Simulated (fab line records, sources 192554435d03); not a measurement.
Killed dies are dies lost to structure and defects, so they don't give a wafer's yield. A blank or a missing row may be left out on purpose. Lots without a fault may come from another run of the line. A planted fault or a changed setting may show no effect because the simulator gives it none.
Which tool did it? | flow n5_finfet | 12 lots, 36 wafers sampled, at 1 step of a route of 1938

WHAT THE GAUGES READ, wafer by wafer
N5_DUMMY_GATE_INSPECT_27: inspects for defects (brightfield).
lot  | measured    | on                | raw_defect_count
L075 | day 3 06:05 | defect_inspect-01 | 162 196 342
L077 | day 3 16:50 | defect_inspect-01 | 190 397 204
L079 | day 4 04:34 | defect_inspect-01 | 476 331 351
L081 | day 4 18:55 | defect_inspect-02 | 213 233 290
L083 | day 5 07:50 | defect_inspect-01 | 194 369 317
L085 | day 5 20:33 | defect_inspect-01 | 304 344 465
L087 | day 6 07:05 | defect_inspect-02 | 291 333 321
L089 | day 6 18:19 | defect_inspect-02 | 357 243 440
L091 | day 7 05:37 | defect_inspect-01 | 403 202 217
L093 | day 7 18:52 | defect_inspect-01 | 365 440 336
L095 | day 8 10:31 | defect_inspect-02 | 461 220 400
L097 | day 8 22:28 | defect_inspect-02 | 250 337 206

WHICH TOOL RAN EACH LOT (tool, then ch and the chambers of the sampled wafers, then the start)
The record holds no process step before these readings.

THE ANSWER, worked out from the rows above alone
Rule: what is usual is taken from the lots themselves. Put in order of their means at a reading, lots are off if they are a third of the lots or fewer, leave a main group of 4 or more, and stand apart from it by a gap of 3 or more times the standard deviation of the main group's means; of several such gaps the widest counts. A main group whose means are all the same, to the digits that the tables above print for the reading, isn't used. A lot without any number at a reading at which 4 lots or more have one is off too. The other lots that the step has rows for count as sound.
No lot is off at any reading shown: from this, nothing can be told.

WHAT THE SIMULATOR HAD PUT IN
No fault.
